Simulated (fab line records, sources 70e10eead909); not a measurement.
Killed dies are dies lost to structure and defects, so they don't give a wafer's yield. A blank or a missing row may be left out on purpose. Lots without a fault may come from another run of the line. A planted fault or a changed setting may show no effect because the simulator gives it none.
fab line records | flow nand_harc | part 1 of 2: steps 1 to 30 of 35
record lots=5 wafers=15 last_day=34
route steps=1302 shown A_ONON_D1@436 A_CHANNEL_HOLE_D1@450
lots that met no fault: from a run of the same line without faults
start_h: hours from the record's first day to the start of the lot's first wafer shown | wait_h: hours since the lot's step before | " the same as in the row above | L1.1+2: a row that stands for several wafers | - no value, or no start given | * or withheld: withheld | < > ~ a bound
route shown NAME@n: a module of which the file shows steps, and the number in the route of the first | usual: mean/standard deviation of fault-free wafers | same: alike in all rows | chamber/n: place in a boat | sites: the reading at each site | _std_site: their standard deviation | _edge_site: outer sites' mean less inner sites' | radius_mm: how far each site lies from the wafer's centre | mask NAME#n: copy n | behind: the tool/chamber that last shaped the wafer | hold: why the lot was held/for how many hours/how that ended | device: the transistor (n, p or np) that didn't switch | end of line: the same wafers' tests at the end of the route | a step without rows: its recipe alone | killed: dies lost to structure and defects at the first sort, not the wafer's yield | map: a wafer's dies, x killed, . not, _ none there
set.NAME: the setting as run; set.NAME@STEP: as run at that earlier step | model.NAME: the simulator's own value behind a step, which no gauge read
lots at some steps of the route; a table a step, a row a wafer
services: from which hour (start_h, from the record's first day; less than 0 if before it) a tool's chamber was out of use, for how many hours, and why
## steps
# step NHARC_A_ONON_D1_DEP_16
# recipe target_thk_a=10000 n2_flow_sccm=2750 n2o_flow_sccm=2000 nh3_flow_sccm=500 sih4_flow_sccm=210 temp_c=400
# columns lot.wafer tool chamber start_h wait_h
L077.4+5+6 pecvd_onon-04 0 203.12 0.3
L080.1+2+6 pecvd_onon-02 0 248.54 0.1
L085.3+5+6 pecvd_onon-02 0 287.43 0.2
L086.3+4+6 pecvd_onon-02 0 295.50 0.4
L097.2+5+6 pecvd_onon-04 0 398.87 0.1
# step NHARC_A_ONON_D1_THK_MEAS_18
# recipe thk_meas_gauge=ellipsometry
# usual thk_nm=1002/9.8
# columns lot.wafer tool chamber start_h wait_h thk_nm
L077.4 film_metro-02 - 203.46 - 1004
L077.5 " - " " 1003
L077.6 " - " " 1005
L080.1 film_metro-01 - 249.05 - 993
L080.2 " - " " 991
L080.6 " - " " 989
L085.3 film_metro-01 - 287.82 - 1000
L085.5 " - " " 1002
L085.6 " - " " 1001
L086.3 film_metro-01 - 295.89 - 992
L086.4 " - " " 994
L086.6 " - " " 992
L097.2 film_metro-02 - 399.32 - 1013
L097.5 " - " " 1013
L097.6 " - " " 1012
# step NHARC_A_ONON_D1_DEP_19
# recipe target_thk_a=10000 n2_flow_sccm=2750 n2o_flow_sccm=2000 nh3_flow_sccm=500 sih4_flow_sccm=210 temp_c=400
# columns lot.wafer tool chamber start_h wait_h
L077.4+5+6 pecvd_onon-04 0 203.69 0.2
L080.1+2+6 pecvd_onon-02 0 249.10 0.1
L085.3+5+6 pecvd_onon-02 0 287.99 0.2
L086.3+4+6 pecvd_onon-01 0 296.07 0.2
L097.2+5+6 pecvd_onon-02 0 399.43 0.1
# step NHARC_A_ONON_D1_THK_MEAS_21
# recipe thk_meas_gauge=ellipsometry
# usual thk_nm=1004/10
# columns lot.wafer tool chamber start_h wait_h thk_nm
L077.4 film_metro-02 - 204.02 - 993
L077.5 " - " " 994
L077.6 " - " " 995
L080.1 film_metro-02 - 249.62 - 1020
L080.2 " - " " 1022
L080.6 " - " " 1022
L085.3 film_metro-02 - 288.39 - 1013
L085.5 " - " " 1012
L085.6 " - " " 1013
L086.3 film_metro-01 - 296.46 - 1010
L086.4 " - " " 1010
L086.6 " - " " 1012
L097.2 film_metro-02 - 399.88 - 994
L097.5 " - " " 995
L097.6 " - " " 995
# step NHARC_A_ONON_D1_DEP_22
# recipe target_thk_a=10000 n2_flow_sccm=2750 n2o_flow_sccm=2000 nh3_flow_sccm=500 sih4_flow_sccm=210 temp_c=400
# columns lot.wafer tool chamber start_h wait_h
L077.4+5+6 pecvd_onon-04 0 204.25 0.2
L080.1+2+6 pecvd_onon-02 0 249.67 0.1
L085.3+5+6 pecvd_onon-04 0 288.56 0.2
L086.3+4+6 pecvd_onon-02 0 296.63 0.2
L097.2+5+6 pecvd_onon-01 0 400.00 0.1
# step NHARC_A_ONON_D1_THK_MEAS_24
# recipe thk_meas_gauge=ellipsometry
# usual thk_nm=999/8.4
# columns lot.wafer tool chamber start_h wait_h thk_nm
L077.4 film_metro-01 - 204.59 - 986
L077.5 " - " " 987
L077.6 " - " " 987
L080.1 film_metro-02 - 250.19 - 994
L080.2 " - " " 997
L080.6 " - " " 997
L085.3 film_metro-01 - 288.96 - 996
L085.5 " - " " 996
L085.6 " - " " 998
L086.3 film_metro-01 - 297.03 - 1007
L086.4 " - " " 1006
L086.6 " - " " 1006
L097.2 film_metro-01 - 400.45 - 999
L097.5 " - " " 1001
L097.6 " - " " 1001
# step NHARC_A_ONON_D1_DEP_25
# recipe target_thk_a=10000 n2_flow_sccm=2750 n2o_flow_sccm=2000 nh3_flow_sccm=500 sih4_flow_sccm=210 temp_c=400
# columns lot.wafer tool chamber start_h wait_h
L077.4+5+6 pecvd_onon-01 0 204.82 0.2
L080.1+2+6 pecvd_onon-02 0 250.25 0.1
L085.3+5+6 pecvd_onon-01 0 289.13 0.2
L086.3+4+6 pecvd_onon-02 0 297.20 0.2
L097.2+5+6 pecvd_onon-04 0 400.57 0.1
# step NHARC_A_ONON_D1_THK_MEAS_27
# recipe thk_meas_gauge=ellipsometry
# usual thk_nm=1003/9
# columns lot.wafer tool chamber start_h wait_h thk_nm
L077.4 film_metro-01 - 205.16 - 999
L077.5 " - " " 999
L077.6 " - " " 1001
L080.1 film_metro-01 - 250.76 - 1006
L080.2 " - " " 1007
L080.6 " - " " 1009
L085.3 film_metro-02 - 289.53 - 1010
L085.5 " - " " 1008
L085.6 " - " " 1009
L086.3 film_metro-01 - 297.60 - 1012
L086.4 " - " " 1013
L086.6 " - " " 1013
L097.2 film_metro-02 - 401.03 - 1000
L097.5 " - " " 1000
L097.6 " - " " 1000
# step NHARC_A_ONON_D1_DEP_28
# recipe target_thk_a=10000 n2_flow_sccm=2750 n2o_flow_sccm=2000 nh3_flow_sccm=500 sih4_flow_sccm=210 temp_c=400
# columns lot.wafer tool chamber start_h wait_h
L077.4+5+6 pecvd_onon-02 0 205.39 0.2
L080.1+2+6 pecvd_onon-02 0 250.82 0.1
L085.3+5+6 pecvd_onon-02 0 289.70 0.2
L086.3+4+6 pecvd_onon-02 0 297.77 0.2
L097.2+5+6 pecvd_onon-02 0 401.14 0.1
# step NHARC_A_ONON_D1_THK_MEAS_30
# recipe thk_meas_gauge=ellipsometry
# usual thk_nm=1001/9.4
# columns lot.wafer tool chamber start_h wait_h thk_nm
L077.4 film_metro-01 - 205.72 - 1003
L077.5 " - " " 1001
L077.6 " - " " 1003
L080.1 film_metro-02 - 251.32 - 999
L080.2 " - " " 1003
L080.6 " - " " 1000
L085.3 film_metro-01 - 290.12 - 990
L085.5 " - " " 990
L085.6 " - " " 991
L086.3 film_metro-02 - 298.16 - 990
L086.4 " - " " 991
L086.6 " - " " 989
L097.2 film_metro-01 - 401.59 - 1004
L097.5 " - " " 1005
L097.6 " - " " 1003
# step NHARC_A_ONON_D1_DEP_33
# recipe target_thk_a=2000 temp_c=400 pressure_torr=6.5 rf_w=900 teos_flow_sccm=161.4 flow_sccm=2650 target_thk_nm=200 gas=O2 material=SiO2
# usual heater_power_w=582/95 throttle_valve_pct=16.1/0.57
# columns lot.wafer tool chamber start_h wait_h heater_power_w throttle_valve_pct
L077.4 pecvd-04 1 205.91 0.2 568 16.3
L077.6 " 2 " " 464 15.4
L077.5 " 0 " " 716 16.2
L080.2 pecvd-03 2 251.97 0.6 506 15.6
L080.1 " 0 " " 665 15.9
L080.6 " 1 " " 657 15.8
L085.3 pecvd-03 1 290.22 0.1 740 15.6
L085.6 " 0 " " 601 16.1
L085.5 " 2 " " 496 15.6
L086.3 pecvd-02 0 298.31 0.1 588 15.8
L086.6 " 2 " " 539 17.1
L086.4 " 0 " " 606 15.5
L097.2 pecvd-04 0 401.73 0.1 643 16.2
L097.5 " 1 " " 556 16.5
L097.6 " 2 " " 662 15.6
# step NHARC_A_ONON_D1_THK_MEAS_34
# recipe thk_meas_gauge=ellipsometry
# usual thk_nm=199.8/2.9
# columns lot.wafer tool chamber start_h wait_h thk_nm
L077.4 film_metro-02 - 206.19 - 201.5
L077.5 " - " " 200.6
L077.6 " - " " 203.1
L080.1 film_metro-01 - 252.34 - 197.6
L080.2 " - " " 198.7
L080.6 " - " " 198.4
L085.3 film_metro-02 - 290.59 - 194.5
L085.5 " - " " 204.6
L085.6 " - " " 198.2
L086.3 film_metro-02 - 298.63 - 198.7
L086.4 " - " " 201.5
L086.6 " - " " 206.7
L097.2 film_metro-02 - 402.06 - 193.5
L097.5 " - " " 197.3
L097.6 " - " " 198.7
# step NHARC_A_ONON_D1_INSPECT_32
# usual raw_defect_count=70/23
# columns lot.wafer tool chamber start_h wait_h raw_defect_count
L077.4 defect_inspect-02 - 206.26 0.0 87
L077.5 " - " " 81
L077.6 " - " " 40
L080.1 defect_inspect-01 - 252.40 0.0 47
L080.2 " - " " 80
L080.6 " - " " 73
L085.3 defect_inspect-01 - 290.68 0.0 82
L085.5 " - " " 134
L085.6 " - " " 95
L086.3 defect_inspect-02 - 298.71 0.0 40
L086.4 " - " " 35
L086.6 " - " " 60
L097.2 defect_inspect-01 - 402.14 0.0 45
L097.5 " - " " 72
L097.6 " - " " 50
# step NHARC_A_CHANNEL_HOLE_D1_DEP_00
# recipe target_thk_a=31000 temp_c=400 material=aC
# usual throttle_valve_pct=35.000/0.0091
# columns lot.wafer tool chamber start_h wait_h throttle_valve_pct
L077.4 acl_dep-01 0 210.07 3.8 35.005
L077.5 " 0 " " 35.011
L077.6 " 0 " " 34.999
L080.1 acl_dep-02 0 259.35 6.9 34.995
L080.2 " 0 " " 34.997
L080.6 " 0 260.93 8.5 35.002
L085.3 acl_dep-01 0 291.75 1.1 35.006
L085.5 " 0 " " 35.008
L085.6 " 0 " " 34.998
L086.3 acl_dep-01 0 304.56 5.8 34.995
L086.4 " 0 " " 35.014
L086.6 " 0 " " 34.988
L097.2 acl_dep-01 0 402.53 0.4 35.004
L097.5 " 0 " " 35.010
L097.6 " 0 " " 35.000
# step NHARC_A_CHANNEL_HOLE_D1_DEP_01
# recipe target_thk_a=1400 target_thk_nm=140 temp_c=400 pressure_torr=3.5 flow_sccm=200 rf_w=350 material=SiON
# usual heater_power_w=785/110
# columns lot.wafer tool chamber start_h wait_h heater_power_w
L077.4 pecvd-01 2 211.12 0.7 724
L077.5 " 0 " " 644
L077.6 " 1 " " 935
L080.2 pecvd-01 2 261.30 1.3 661
L080.1 " 0 " " 658
L080.6 " 0 " " 662
L085.3 pecvd-04 2 293.11 1.0 718
L085.6 " 1 " " 719
L085.5 " 2 " " 748
L086.3 pecvd-01 0 305.86 1.0 736
L086.6 " 0 " " 765
L086.4 " 1 " " 907
L097.2 pecvd-03 2 404.17 1.3 669
L097.5 " 0 " " 865
L097.6 " 1 " " 794
# step NHARC_A_CHANNEL_HOLE_D1_DEHYDRATE_02
# recipe temp_c=150 time_s=120
# same time_s=120
# columns lot.wafer tool chamber start_h wait_h
L077.4+5+6 litho_track-04 0 211.31 0.2
L080.1+2+6 litho_track-01 0 261.54 0.2
L085.3+5+6 litho_track-04 0 293.32 0.2
L086.3+4+6 litho_track-04 0 306.14 0.2
L097.2+5+6 litho_track-01 0 404.44 0.2
# step NHARC_A_CHANNEL_HOLE_D1_HMDS_03
# recipe time_s=30
# same time_s=30
# columns lot.wafer tool chamber start_h wait_h
L077.4+5+6 litho_track-04 0 - -
L080.1+2+6 litho_track-01 0 - -
L085.3+5+6 litho_track-04 0 - -
L086.3+4+6 litho_track-04 0 - -
L097.2+5+6 litho_track-01 0 - -
# step NHARC_A_CHANNEL_HOLE_D1_COAT_36
# recipe temp_c=260 time_s=75
# same time_s=75
# columns lot.wafer tool chamber start_h wait_h
L077.4+5+6 litho_track-04 0 - -
L080.1+2+6 litho_track-01 0 - -
L085.3+5+6 litho_track-04 0 - -
L086.3+4+6 litho_track-04 0 - -
L097.2+5+6 litho_track-01 0 - -
# step NHARC_A_CHANNEL_HOLE_D1_COAT_37
# recipe temp_c=225 time_s=65
# same time_s=65
# columns lot.wafer tool chamber start_h wait_h
L077.4+5+6 litho_track-04 0 - -
L080.1+2+6 litho_track-01 0 - -
L085.3+5+6 litho_track-04 0 - -
L086.3+4+6 litho_track-04 0 - -
L097.2+5+6 litho_track-01 0 - -
# step NHARC_A_CHANNEL_HOLE_D1_COAT_04
# recipe spin_rpm=1500 resist_thk_nm=90
# usual dispense_pressure_kPa=50/4.3
# columns lot.wafer tool chamber start_h wait_h dispense_pressure_kPa
L077.4 litho_track-04 0 - - 47
L077.5 " 0 " " 47
L077.6 " 0 " " 47
L080.1 litho_track-01 0 - - 57
L080.2 " 0 " " 57
L080.6 " 0 " " 57
L085.3 litho_track-04 0 - - 47
L085.5 " 0 " " 47
L085.6 " 0 " " 47
L086.3 litho_track-04 0 - - 47
L086.4 " 0 " " 47
L086.6 " 0 " " 47
L097.2 litho_track-01 0 - - 57
L097.5 " 0 " " 57
L097.6 " 0 " " 57
# step NHARC_A_CHANNEL_HOLE_D1_SOFTBAKE_05
# recipe temp_c=105 time_s=55
# same time_s=55
# columns lot.wafer tool chamber start_h wait_h
L077.4+5+6 litho_track-04 0 - -
L080.1+2+6 litho_track-01 0 - -
L085.3+5+6 litho_track-04 0 - -
L086.3+4+6 litho_track-04 0 - -
L097.2+5+6 litho_track-01 0 - -
# step NHARC_A_CHANNEL_HOLE_D1_EBR_06
# columns lot.wafer tool chamber start_h wait_h
L077.4+5+6 litho_track-04 0 - -
L080.1+2+6 litho_track-01 0 - -
L085.3+5+6 litho_track-04 0 - -
L086.3+4+6 litho_track-04 0 - -
L097.2+5+6 litho_track-01 0 - -
# step NHARC_A_CHANNEL_HOLE_D1_EXPOSE_07
# recipe na=1.35 target_cd_nm=100 sigma_outer=0.3 dose_mj=59.65 mask_id=HOLE_D1
# usual stage_vel_mm_s=500.04/0.24
# columns lot.wafer tool chamber start_h wait_h mask stage_vel_mm_s
L077.4 arfi_scanner-03 0 211.63 - HOLE_D1#0 499.93
L077.5 " 0 " " HOLE_D1#0 499.95
L077.6 " 0 " " HOLE_D1#0 500.58
L080.1 arfi_scanner-03 0 261.73 - HOLE_D1#0 499.85
L080.2 " 0 " " HOLE_D1#0 500.10
L080.6 " 0 " " HOLE_D1#0 500.28
L085.3 arfi_scanner-02 0 293.64 - HOLE_D1#0 500.02
L085.5 " 0 " " HOLE_D1#0 499.60
L085.6 " 0 " " HOLE_D1#0 500.11
L086.3 arfi_scanner-01 0 306.33 - HOLE_D1#0 500.01
L086.4 " 0 " " HOLE_D1#0 500.00
L086.6 " 0 " " HOLE_D1#0 499.95
L097.2 arfi_scanner-02 0 404.63 - HOLE_D1#0 500.16
L097.5 " 0 " " HOLE_D1#0 499.74
L097.6 " 0 " " HOLE_D1#0 499.80
# step NHARC_A_CHANNEL_HOLE_D1_PEB_08
# recipe peb_temp_c=100 peb_time_s=65
# columns lot.wafer tool chamber start_h wait_h
L077.4+5+6 litho_track-01 0 211.68 0.0
L080.1+2+6 litho_track-06 0 261.79 0.1
L085.3+5+6 litho_track-01 0 293.69 0.0
L086.3+4+6 litho_track-01 0 306.38 0.0
L097.2+5+6 litho_track-04 0 404.69 0.1
# step NHARC_A_CHANNEL_HOLE_D1_DEVELOP_09
# recipe develop_time_s=35 dev_temp_c=23
# usual developer_temp_C=23.02/0.11
# columns lot.wafer tool chamber start_h wait_h developer_temp_C
L077.4 litho_track-01 0 - - 23.20
L077.5 " 0 " " 23.09
L077.6 " 0 " " 22.94
L080.1 litho_track-06 0 - - 23.04
L080.2 " 0 " " 22.96
L080.6 " 0 " " 22.95
L085.3 litho_track-01 0 - - 22.95
L085.5 " 0 " " 22.98
L085.6 " 0 " " 22.94
L086.3 litho_track-01 0 - - 22.99
L086.4 " 0 " " 23.01
L086.6 " 0 " " 23.19
L097.2 litho_track-04 0 - - 23.02
L097.5 " 0 " " 22.98
L097.6 " 0 " " 22.99
# step NHARC_A_CHANNEL_HOLE_D1_CD_MEAS_10
# recipe target_cd_nm=100 landing_energy_ev=500
# usual cd_nm=99.9/0.44
# columns lot.wafer tool chamber start_h wait_h cd_nm
L077.4 cd_sem-01 0 211.77 - 99.7
L077.5 " 0 " " 99.9
L077.6 " 0 " " 99.4
L080.1 cd_sem-03 0 261.87 - 99.5
L080.2 " 0 " " 99.4
L080.6 " 0 " " 99.4
L085.3 cd_sem-03 0 293.77 - 99.9
L085.5 " 0 " " 99.1
L085.6 " 0 " " 100.1
L086.3 cd_sem-03 0 306.47 - 99.5
L086.4 " 0 " " 99.6
L086.6 " 0 " " 99.8
L097.2 cd_sem-02 0 404.77 - 100.2
L097.5 " 0 " " 100.0
L097.6 " 0 " " 99.6
# step NHARC_A_CHANNEL_HOLE_D1_OVL_MEAS_11
# usual overlay_x_nm=-0.1/0.79 overlay_y_nm=0.2/0.8
# columns lot.wafer tool chamber start_h wait_h overlay_x_nm overlay_y_nm
L077.4 overlay-02 - 211.85 - 0.5 0.9
L077.5 " - " " 0.3 0.4
L077.6 " - " " 0.7 0.9
L080.1 overlay-02 - 261.95 - 0.7 -0.1
L080.2 " - " " 1.4 0.2
L080.6 " - " " 1.2 0.0
L085.3 overlay-01 - 293.86 - 0.3 0.7
L085.5 " - " " -0.1 1.3
L085.6 " - " " -0.2 1.3
L086.3 overlay-01 - 306.55 - 0.2 -1.2
L086.4 " - " " -0.2 -0.5
L086.6 " - " " -0.6 -0.8
L097.2 overlay-01 - 404.85 - -2.2 0.5
L097.5 " - " " -1.9 -0.1
L097.6 " - " " -1.6 0.2
# step NHARC_A_CHANNEL_HOLE_D1_INSPECT_12
# usual raw_defect_count=5.5/2.8
# columns lot.wafer tool chamber start_h wait_h raw_defect_count
L077.4 defect_inspect-02 - 211.88 0.0 4
L077.5 " - " " 4
L077.6 " - " " 1
L080.1 defect_inspect-01 - 261.99 0.0 2
L080.2 " - " " 3
L080.6 " - " " 6
L085.3 defect_inspect-01 - 293.90 0.0 6
L085.5 " - " " 13
L085.6 " - " " 7
L086.3 defect_inspect-01 - 306.59 0.0 7
L086.4 " - " " 4
L086.6 " - " " 7
L097.2 defect_inspect-02 - 404.89 0.0 1
L097.5 " - " " 10
L097.6 " - " " 2
# step NHARC_A_CHANNEL_HOLE_D1_DESCUM_15
# recipe time_s=3 o2_flow_sccm=200 ar_flow_sccm=0 bias_power_w=0 chemistry=O2
# usual drypump_motor_current_A=5.6/0.4 oes_product_au=0.994/0.0098 rf_vpp_V=57.8/0.83 showerhead_plenum_p_Torr=1.89/0.069 throttle_valve_pct=11.311/0.0075
# same bias_power_w=0 time_s=3
# columns lot.wafer tool chamber start_h wait_h drypump_motor_current_A oes_product_au rf_hours_counter_h rf_vpp_V showerhead_plenum_p_Torr throttle_valve_pct
L077.4 rie_diel-10 0 211.96 0.1 6.0 0.994 12 56.1 1.88 11.298
L077.5 " 2 " " 5.3 0.999 - 58.4 2.03 11.317
L077.6 " 3 " " 5.9 1.003 - 57.7 1.85 11.305
L080.2 rie_diel-10 3 262.06 0.1 5.9 1.001 1 57.3 1.85 11.312
L080.1 " 0 " " 6.0 0.984 1 57.5 1.87 11.310
L080.6 " 2 " " 5.3 0.995 - 59.1 2.02 11.322
L085.3 rie_diel-03 2 293.95 0.1 5.5 0.996 1 55.8 1.92 11.297
L085.5 " 3 " " 5.1 1.000 - 56.8 1.89 11.319
L085.6 " 0 " " 6.1 0.991 - 57.9 1.93 11.311
L086.3 rie_diel-10 0 306.66 0.1 6.0 0.989 5 58.0 1.87 11.310
L086.4 " 2 " " 5.2 0.997 5 59.3 2.02 11.321
L086.6 " 3 " " 6.0 1.003 - 57.1 1.85 11.313
L097.2 rie_diel-10 0 404.96 0.1 6.0 0.991 14 58.4 1.87 11.312
L097.5 " 3 " " 5.9 0.990 - 57.6 1.85 11.309
L097.6 " 0 " " 6.0 0.989 - 57.8 1.87 11.316
# step NHARC_A_CHANNEL_HOLE_D1_ETCH_38
# recipe target_depth_a=390 over_etch_frac=0.3 time_s=65 ion_energy_ev=80 cf4_flow_sccm=150 ar_flow_sccm=0 rf_w=300 bias_w=100 chemistry=CF4
# usual bias_w=100.02/0.29 drypump_motor_current_A=5.6/0.4 oes_product_au=0.994/0.01 rf_vpp_V=151.0/1.1 showerhead_plenum_p_Torr=1.75/0.058 throttle_valve_pct=13.283/0.009
# same time_s=65
# columns lot.wafer tool chamber start_h wait_h bias_w drypump_motor_current_A oes_product_au rf_hours_counter_h rf_vpp_V showerhead_plenum_p_Torr throttle_valve_pct
L077.4 rie_diel-10 1 212.04 0.1 100.16 5.1 1.011 13 149.1 1.73 13.277
L077.6 " 3 " " 100.02 5.9 1.007 - 149.9 1.72 13.269
L077.5 " 0 " " 99.86 5.9 0.999 - 150.5 1.74 13.286
L080.2 rie_diel-10 1 262.14 0.1 99.80 5.1 0.994 1 150.1 1.73 13.296
L080.1 " 2 " " 99.77 5.2 0.997 1 152.6 1.86 13.285
L080.6 " 2 " " 99.64 5.3 0.994 - 152.1 1.86 13.288
L085.3 rie_diel-03 3 295.40 1.4 99.57 5.1 0.995 3 151.4 1.75 13.285
L085.5 " 3 " " 99.51 5.1 0.997 - 151.5 1.75 13.291
L085.6 " 0 " " 100.59 6.1 0.981 - 151.5 1.79 13.266
L086.3 rie_diel-10 1 306.74 0.1 99.66 5.1 0.992 5 151.2 1.73 13.296
L086.4 " 3 " " 99.85 5.9 0.996 5 149.3 1.72 13.265
L086.6 " 1 " " 99.42 5.1 0.975 - 150.2 1.73 13.288
L097.2 rie_diel-10 3 405.05 0.1 100.40 5.9 0.979 14 152.4 1.71 13.269
L097.6 " 0 " " 99.83 6.0 0.984 - 150.9 1.73 13.282
L097.5 " 1 " " 100.48 5.1 0.999 - 149.6 1.73 13.276
